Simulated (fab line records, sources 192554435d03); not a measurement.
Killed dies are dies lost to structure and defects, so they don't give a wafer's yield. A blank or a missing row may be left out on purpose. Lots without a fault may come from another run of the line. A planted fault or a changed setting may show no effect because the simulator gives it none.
A struck lot beside a sound one | flow n5_finfet | 39 steps out of a route of 1938
Sound: wafers L551.1, L551.2, L551.5. Struck: wafers L564.2, L564.5, L564.6. The cause comes at the end.
At each step with rows: each side's tool, then ch and its chambers, then its first start. Under that, the readings that differ: sound wafers | struck wafers | difference of the means | sigmas: that difference in standard deviations of wafers without a fault.
alike: readings whose means differ by less than 2 such deviations, and words and numbers that are the same on both sides. not compared: withheld readings, readings that some wafer has no value for, bounds like >300 that may hide the same value, and numbers for which the record gives no deviation and whose values overlap.
The two part at a step that has a row with sigmas, a row that says differs or no value, or rows on one side only. Numbers that don't overlap but have no deviation are shown without sigmas and don't part them. A reading that every wafer of one side lacks parts them only if that side has two wafers or more.

first, 10 steps without rows for these wafers: N5_BEOL_M4_DESCUM_33 (chemistry O2, time 7 s); N5_BEOL_M4_ETCH_77 (etches underlayer in N2/H2, target depth 6.5 nm, time 5.2 s); N5_BEOL_M4_ETCH_69 (etches SiARC in CF4, target depth 15.6 nm, time 26 s); N5_BEOL_M4_ALD_98 (deposits SiO2, target thk 2.5 nm, pulse time 1 s, co reactant pulse time 1 s); N5_BEOL_M4_ETCHBACK_99 (etches SiO2 in CHF3, target depth 5 nm, time 10.4 s); N5_BEOL_M4_ETCH_70 (etches SOC in N2/H2, target depth 80 nm, overetch 24 nm, time 130 s); N5_BEOL_M4_STRIP_71 (strips in N2/H2); N5_BEOL_M4_STRIP_78 (strips in N2/H2); N5_BEOL_M4_VIA_ETCH_34 (etches the open film in C4F6/O2, target depth 69.4 nm, time 65.9 s); N5_BEOL_M4_STRIP_83 (strips in C4F6/O2).
N5_BEOL_M4_STRIP_36: strips in N2/H2.
  sound on rie_diel-04 ch 1,2, day 9 06:38; struck on rie_diel-03 ch 0,2,3, day 13 00:19
  alike: chamber_pressure_mTorr, drypump_motor_current_A, n2_flow_sccm, oes_product_au, rf_vpp_V, showerhead_plenum_p_Torr, throttle_valve_pct
  not compared: rf_hours_counter_h
then, 27 steps without rows for these wafers: N5_BEOL_M4_TRENCH_ETCH_37 (etches SiOC in C4F6/O2, target depth 55.555 nm, time 29.2 s); N5_BEOL_M4_ETCH_41 (etches SiCN in CH3F/O2, target depth 29.9 nm, time 52.5 s); N5_BEOL_M4_STRIP_97 (strips in N2/H2, time 10 s); N5_BEOL_M4_HM_STRIP_39 (strips TiN in peroxide tin strip, target depth 25 nm, time 158 s); N5_BEOL_M4_SRD_40 (time 30 s); N5_BEOL_M4_PRECLEAN_42 (cleans in residue remover, time 60 s); N5_BEOL_M4_SRD_43 (time 30 s); N5_BEOL_M4_DEGAS_44 (time 60 s); N5_BEOL_M4_PRE_CLEAN_45 (time 30 s); N5_BEOL_M4_ALD_84 (deposits TaN, pulse time 2 s, purge time 3 s, co reactant purge time 2 s); N5_BEOL_M4_SURFACE_TREAT_85; N5_BEOL_M4_CVD_47 (deposits Co from CCTBA/H2, target thk 3 nm, time 223.8 s); N5_BEOL_M4_SPUTTER_48 (material Cu, target thk 4.5 nm, time 8.29 s); N5_BEOL_M4_ANNEAL_49 (time 240 s); N5_BEOL_M4_SPUTTER_79 (material Cu, target thk 4.5 nm, time 8.29 s); N5_BEOL_M4_ANNEAL_80 (time 240 s); N5_BEOL_M4_SPUTTER_81 (material Cu, target thk 4.5 nm, time 8.29 s); N5_BEOL_M4_ANNEAL_82 (time 240 s); N5_BEOL_M4_SPUTTER_86 (material Cu, target thk 4.5 nm, time 8.29 s); N5_BEOL_M4_ANNEAL_87 (time 240 s); N5_BEOL_M4_SPUTTER_88 (material Cu, target thk 4.5 nm, time 8.29 s); N5_BEOL_M4_ANNEAL_89 (time 240 s); N5_BEOL_M4_SPUTTER_90 (material Cu, target thk 4.5 nm, time 8.29 s); N5_BEOL_M4_ANNEAL_91 (time 240 s); N5_BEOL_M4_SPUTTER_92 (material Cu, target thk 4.5 nm, time 8.29 s); N5_BEOL_M4_ANNEAL_93 (time 240 s); N5_BEOL_M4_SPUTTER_94 (material Cu, target thk 4.5 nm, time 8.29 s).
-- the record jumps here: 5 days lie between the struck wafers' starts before and after (it left off in module BEOL_M4 and takes up again in module PASSIVATION, whose first step shown is number 1936 of the route) --
N5_PASSIVATION_PROBE_49:
  sound on prober-02, day 13 19:47; struck on prober-02, day 17 18:23
  reading                  | sound          | struck         | difference | sigmas
  defect_limited_yield (%) | 90.8 89.0 88.5 | 80.8 79.3 84.7 | -7.8       | -5
  killed_at_M4_up          | 17 25 24       | 157 168 121    | +127       | +25
  killed_dies              | 109 130 136    | 226 244 180    | +92        | +5
  killed_open              | 72 89 97       | 53 59 43       | -34        | -3
  sort_bin_5_function (%)  | 5.8 6.5 7.1    | 11.9 13.4 9.6  | +5.2       | +5
  sort_n_pass              | 1071 1050 1044 | 954 936 1000   | -92        | -5
  sort_yield_pct (%)       | 90.8 89.0 88.5 | 80.8 79.3 84.7 | -7.8       | -5
  alike: killed_at_M0_to_M3, killed_at_contacts, killed_at_front_end, killed_at_other, killed_short, sort_bin_6_memory

WHERE THEY PART
Only at N5_PASSIVATION_PROBE_49, within this record.

WHY: what the simulator had put in
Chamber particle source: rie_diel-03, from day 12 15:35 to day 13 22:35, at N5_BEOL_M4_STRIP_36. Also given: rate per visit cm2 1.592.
